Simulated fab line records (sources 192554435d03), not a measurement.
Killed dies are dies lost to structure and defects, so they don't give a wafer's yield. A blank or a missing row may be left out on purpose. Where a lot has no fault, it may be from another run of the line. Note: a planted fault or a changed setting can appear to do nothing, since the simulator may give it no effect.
Struck lot and sound lot, side by side ; flow n5-finfet ; 14 out of 1938 route steps
Sound: the wafers L246.2, L246.3, L246.4. Struck: wafer L253.6 (left out: L253.1, L253.5 of the same lot, which were not struck); the cause appears at the end.
Each step with rows lists, per side, the tool, then ch with its chambers, then its first start. Under that, the readings that differ: sound wafers ; struck wafers ; difference of the means ; sigmas: that difference in standard deviations of wafers without a fault.
alike: readings with means less than 2 such deviations apart, plus words and numbers identical on both sides. not compared: withheld readings, readings lacking a value on some wafer, bounds such as >300 that could conceal the same value, and numbers that have no deviation in the record and whose values overlap.
The two part at a step that has a row with sigmas, a row that says differs or no value, or rows on one side only. Numbers that have no deviation but don't overlap get no sigmas and don't part them. A reading missing from all wafers of one side parts the sides only when that side holds two or more wafers.

N5_MOL_CONTACT_COAG_PRE_CLEAN_142: time 60 s.
  struck on pvd-sputter-02, day 7 20:43; sound on pvd-sputter-01, day 5 22:14
  alike: heater-power-w, susceptor-temp-C
N5_MOL_CONTACT_COAG_SPUTTER_130: material Co, target thk 47.5 nm.
  struck on pvd-sputter-02, day 7 20:47; sound on pvd-sputter-01, day 5 22:18
  alike: substrate-temp-c, susceptor-temp-C, throttle-valve-pct
then, 2 steps without rows for these wafers: N5_MOL_CONTACT_COAG_PRECLEAN_125 (cleans in DIW, time 57.5 s); N5_MOL_CONTACT_COAG_SRD_126 (dry time 32 s).
N5_MOL_CONTACT_COAG_CMP_23: polishes, stops on SiO2, t overpolish 1.5 s, target thk 0 nm.
  sound on cmp-04 ch 0,2,3, day 5 22:29; struck on cmp-03 ch 0, day 7 20:58
  alike: motor-current-A, overpolish-run-s, time-to-endpoint-s
then, 2 steps without rows for these wafers: N5_MOL_CONTACT_COAG_WET_ETCH_26 (target Co, target depth 13 nm); N5_MOL_CONTACT_COAG_WET_ETCH_116 (etches the open film in SC1-inhibited, target depth 4.6 nm, rinse time 30 s).
N5_MOL_CONTACT_COAG_ALD_27: deposits SiOC, target thk 17 nm, pulse time 1.5 s, time 2720 s.
  sound on ald-sin-03 ch 0,1,2, day 5 23:18; struck on ald-sin-02 ch 2, day 7 21:47
  alike: heater-power-w, precursor-pulse-height-rel, susceptor-temp-C
N5_MOL_CONTACT_COAG_CMP_28: polishes, stops on SiNx, t overpolish 0.85 s, target thk 14.522 nm.
  sound on cmp-02 ch 1,2,3, day 6 00:52; struck on cmp-04 ch 3, day 7 23:26
  alike: motor-current-A, time-to-endpoint-s
N5_MOL_CONTACT_COAG_THK_MEAS_29:
  struck on film-metro-02, day 7 23:38; sound on film-metro-01, day 6 01:10
  alike: MD_CAP_THK
N5_MOL_CONTACT_COAG_ALD_123: deposits SiNx, target thk 5 nm, pulse time 1 s, purge time 2 s.
  sound on ald-sin-02 ch 0,1,3, day 6 01:12; struck on ald-sin-03 ch 3, day 8 00:45
reading;sound;struck;difference;sigmas
susceptor-temp-C (C);400.04 400.32 400.32;412.25;+12.02;+52
  alike: heater-power-w, precursor-pulse-height-rel
then, 1 step without rows for these wafers: N5_MOL_CONTACT_COAG_PECVD_31 (deposits SiO2 from TEOS/O2, target thk 46 nm, time 8.9 s).
-- the record jumps here: 3 days lie between the struck wafers' starts before and after (it left off in module MOL_CONTACT_COAG and takes up again in module BEOL_M4, whose first step shown is number 1111 of the route) --
N5_BEOL_M4_RC_MEAS_101:
  sound on prober-01 ch 0, day 9 13:08; struck on prober-02 ch 0, day 11 04:26
  alike: DIBL_N, DIBL_P, IOFF_N, IOFF_P, ION_N, ION_P, SS_N, SS_P, VT_N, VT_P
-- here the record skips 4 days between the struck wafers' starts before and after, leaving off in module BEOL_M4 and picking up in module PASSIVATION (first step shown: number 1936 of the route) --
N5_PASSIVATION_PROBE_49:
  struck on prober-02, day 15 15:11; sound on prober-02, day 14 10:20
reading;sound;struck;difference;sigmas
killed-at-contacts;8 8 13;25;+15;+3
  alike: defect-limited-yield, killed_at_M0_to_M3, killed_at_M4_up, killed-at-front-end, killed-at-other, killed-dies, killed-open, killed-short, sort_bin_5_function, sort_bin_6_memory, sort-n-pass, sort-yield-pct

## WHERE THEY PART
Last at N5_PASSIVATION_PROBE_49 as far as this record goes, first at N5_MOL_CONTACT_COAG_ALD_123.

WHY: the cause the simulator had injected
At N5_MOL_CONTACT_COAG_ALD_123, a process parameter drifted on ald-sin-03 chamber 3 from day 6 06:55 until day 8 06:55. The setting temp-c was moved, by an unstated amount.
